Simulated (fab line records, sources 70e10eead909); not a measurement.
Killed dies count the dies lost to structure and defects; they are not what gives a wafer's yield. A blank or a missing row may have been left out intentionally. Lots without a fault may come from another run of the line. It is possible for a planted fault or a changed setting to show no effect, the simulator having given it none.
Chamber matching	flow nand harc	4 sister chambers for NHARC_A_STAIRCASE_DESCUM_219 on rie diel-08
The step chemistry O2, time 3 s. 4 wafers are shown with their chamber, then 12 later ones without.

EACH WAFER AND ITS CHAMBER
wafer	chamber	drypump motor current A (A)
L091.3	1	6.5
L090.1	3	6.4
L090.2	2	6.3
L090.3	0	5.6

WAFERS MISSING THEIR CHAMBER
wafer	drypump motor current A (A)
L093.2	6.4
L093.4	6.3
L093.6	6.3
L096.1	6.4
L096.3	6.3
L096.5	6.3
L095.2	5.7
L095.4	6.3
L095.6	6.3
L097.1	6.3
L097.2	6.2
L097.3	5.7

WHICH CHAMBER EACH ONE RAN IN
wafer	from the rows above	in truth
L093.2	can't be placed: 3 or 1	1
L093.4	2	2
L093.6	2	2
L096.1	can't be placed: 3 or 1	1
L096.3	2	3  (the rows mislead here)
L096.5	2	2
L095.2	0	0
L095.4	2	2
L095.6	2	2
L097.1	2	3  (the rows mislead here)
L097.2	2	2
L097.3	0	0
Correct placement for 8 of the 12. Can't be placed from these rows: 2 (the true chamber is among the candidates in 2). Number placed wrongly: 2.
How it was worked out, from the rows above alone: a wafer's distance from a chamber is the root of the sum, over the readings, of the square of ((its reading less the chamber's mean) divided by the reading's scatter). The wafer belongs to the nearest chamber; if the next one is less than 2 further off, it can't be placed. The mean given for a chamber averages the wafers shown for that chamber. The scatter: root of mean squared gap, hidden wafer to nearest shown wafer, with one shown wafer a chamber.
